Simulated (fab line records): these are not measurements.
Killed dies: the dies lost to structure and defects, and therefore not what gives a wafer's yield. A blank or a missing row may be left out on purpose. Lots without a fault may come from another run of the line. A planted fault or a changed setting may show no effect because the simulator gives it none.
Which tool did it?    flow n5 finfet    24 lots with 72 wafers sampled at 3 steps, on a route of 1938 steps

== WHAT THE GAUGES SHOWED, per wafer ==
N5_BEOL_M15_THK_MEAS_01.
lot   measured      on             M15_ILD_THK (nm)
L074  day 13 01:05  film metro-01  1644 1643 1674
L076  day 13 14:05  film metro-01  1612 1648 1643
L077  day 14 08:16  film metro-01  1601 1616 1640
L075  day 14 08:32  film metro-01  1621 1677 1674
L078  day 14 16:52  film metro-01  1616 1606 1640
L079  day 14 20:36  film metro-01  1671 1669 1675
L080  day 15 06:10  film metro-01  1602 1648 1634
L081  day 15 13:55  film metro-02  1626 1636 1658
L084  day 15 17:33  film metro-02  1602 1641 1613
L082  day 15 23:15  film metro-01  1628 1641 1657
L083  day 15 23:33  film metro-01  1583 1645 1632
L087  day 16 11:35  film metro-02  1611 1626 1657
L085  day 16 17:33  film metro-02  1635 1636 1644
L086  day 17 08:57  film metro-01  1628 1666 1658
L090  day 17 15:07  film metro-02  1603 1657 1653
L089  day 17 21:06  film metro-01  1582 1618 1629
L088  day 17 23:01  film metro-02  1646 1643 1666
L092  day 18 07:24  film metro-01  1649 1617 1666
L091  day 18 11:37  film metro-01  1629 1624 1651
L093  day 18 17:53  film metro-01  1651 1660 1658
L095  day 19 00:43  film metro-02  1641 1654 1627
L094  day 19 04:28  film metro-01  1642 1615 1668
L096  day 19 08:08  film metro-02  1620 1641 1654
L097  day 19 10:17  film metro-01  1608 1616 1619

== WHAT TOOL EACH LOT RAN ON (gives the tool, then ch and the chambers of the sampled wafers, and finally the start) ==
lot   N5_BEOL_M13_PRE_CLEAN_42      N5_BEOL_M14_ETCH_68
L074  pvd sputter-03, day 12 19:17  rie diel-01 ch 0,2, day 12 22:22
L076  pvd sputter-02, day 13 07:53  rie diel-04 ch 0,1,3, day 13 10:49
L077  pvd sputter-01, day 14 00:43  rie diel-04 ch 0,1,3, day 14 04:02
L075  pvd sputter-01, day 14 01:08  rie diel-03 ch 0,1,2, day 14 04:29
L078  pvd sputter-01, day 14 11:08  rie diel-03 ch 1,2, day 14 14:08
L079  pvd sputter-03, day 14 12:08  rie diel-01 ch 0,3, day 14 15:35
L080  pvd sputter-01, day 14 20:46  rie diel-04 ch 0,1,3, day 15 00:31
L081  pvd sputter-01, day 15 07:32  rie diel-04 ch 0,2,3, day 15 10:32
L084  pvd sputter-02, day 15 11:52  rie diel-03 ch 1,2, day 15 14:53
L082  pvd sputter-01, day 15 13:07  rie diel-03 ch 1,3, day 15 16:28
L083  pvd sputter-02, day 15 16:31  rie diel-04 ch 1,3, day 15 19:30
L087  pvd sputter-01, day 16 02:58  rie diel-03 ch 0,1,2, day 16 06:25
L085  pvd sputter-03, day 16 10:08  rie diel-03 ch 0,1,2, day 16 13:11
L086  pvd sputter-03, day 16 23:57  rie diel-01 ch 0,2,3, day 17 03:13
L090  pvd sputter-02, day 17 07:47  rie diel-01 ch 0,2,3, day 17 11:17
L089  pvd sputter-03, day 17 13:59  rie diel-01 ch 0,2,3, day 17 17:34
L088  pvd sputter-01, day 17 16:11  rie diel-03 ch 0,3, day 17 19:35
L092  pvd sputter-01, day 18 00:57  rie diel-04 ch 1,2,3, day 18 04:17
L091  pvd sputter-01, day 18 03:23  rie diel-04 ch 0,2,3, day 18 06:26
L093  pvd sputter-02, day 18 09:20  rie diel-01 ch 0,2,3, day 18 12:28
L095  pvd sputter-01, day 18 17:11  rie diel-04 ch 2,3, day 18 20:13
L094  pvd sputter-02, day 18 22:26  rie diel-03 ch 1,3, day 19 01:34
L096  pvd sputter-01, day 18 23:22  rie diel-03 ch 2,3, day 19 03:08
L097  pvd sputter-03, day 19 03:52  rie diel-03 ch 0,2, day 19 07:02
- N5_BEOL_M13_PRE_CLEAN_42: time 30 s.
- N5_BEOL_M14_ETCH_68: etches SOC in N2/H2, time 450 s.

== AS READ BY THE TOOLS THEMSELVES (means over the sampled wafers that have a number; for cases with no such wafer, the mark the record gives instead) ==
N5_BEOL_M13_PRE_CLEAN_42.
lot   tool            heater power w (W)
L074  pvd sputter-03  296
L076  pvd sputter-02  318
L077  pvd sputter-01  323
L075  pvd sputter-01  322
L078  pvd sputter-01  317
L079  pvd sputter-03  304
L080  pvd sputter-01  339
L081  pvd sputter-01  318
L084  pvd sputter-02  336
L082  pvd sputter-01  321
L083  pvd sputter-02  331
L087  pvd sputter-01  341
L085  pvd sputter-03  302
L086  pvd sputter-03  302
L090  pvd sputter-02  334
L089  pvd sputter-03  268
L088  pvd sputter-01  314
L092  pvd sputter-01  332
L091  pvd sputter-01  307
L093  pvd sputter-02  330
L095  pvd sputter-01  336
L094  pvd sputter-02  330
L096  pvd sputter-01  354
L097  pvd sputter-03  276

N5_BEOL_M14_ETCH_68.
lot   tool         drypump motor current A (A)  oes product au (a.u.)  rf vpp V (V)  showerhead plenum p Torr (Torr)  throttle valve pct (%)
L074  rie diel-01  6.5                          0.70                   523           2.54                             18.1
L076  rie diel-04  5.9                          0.82                   526           2.61                             17.7
L077  rie diel-04  5.9                          0.81                   527           2.61                             17.7
L075  rie diel-03  5.4                          0.84                   525           2.58                             17.5
L078  rie diel-03  5.2                          0.81                   524           2.53                             17.5
L079  rie diel-01  6.1                          0.79                   523           2.49                             17.5
L080  rie diel-04  5.9                          0.79                   526           2.60                             17.7
L081  rie diel-04  5.6                          0.74                   524           2.54                             17.9
L084  rie diel-03  5.3                          0.76                   522           2.48                             17.5
L082  rie diel-03  5.6                          0.88                   525           2.60                             17.5
L083  rie diel-04  6.0                          0.84                   526           2.62                             17.5
L087  rie diel-03  5.4                          0.82                   525           2.58                             17.5
L085  rie diel-03  5.4                          0.80                   525           2.57                             17.6
L086  rie diel-01  6.3                          0.83                   522           2.48                             17.8
L090  rie diel-01  6.3                          0.83                   522           2.48                             17.8
L089  rie diel-01  6.3                          0.82                   523           2.47                             17.8
L088  rie diel-03  5.9                          0.88                   527           2.68                             17.6
L092  rie diel-04  5.7                          0.85                   529           2.65                             17.5
L091  rie diel-04  5.6                          0.81                   527           2.63                             17.8
L093  rie diel-01  6.3                          0.81                   522           2.47                             17.8
L095  rie diel-04  5.3                          0.85                   528           2.69                             17.4
L094  rie diel-03  5.6                          0.83                   525           2.59                             17.5
L096  rie diel-03  6.1                          0.81                   522           2.54                             17.5
L097  rie diel-03  5.4                          0.74                   522           2.51                             17.6

== THE ANSWER, worked out from the rows above alone ==
Rule: the usual values come from the lots themselves. Put in order of their means at a reading, lots are off if they are a third of the lots or fewer, leave a main group of 4 or more, and stand apart from it by a gap of 3 or more times the standard deviation of the main group's means; of several such gaps the widest counts. A main group whose means are all the same, to the digits that the tables above print for the reading, isn't used. A lot without any number at a reading at which 4 lots or more have one is off too. Where the step has rows for the other lots, those lots are counted as sound. First the gauges in route order, then the tools' own readings, where a lot's mean is used as printed above. At the first step where some lot is off, the reading lying furthest off is the one used; lots without a number count as furthest.
No lot is off on any of the readings shown, so nothing can be concluded from this.

== WHAT THE SIMULATOR HAD PUT IN ==
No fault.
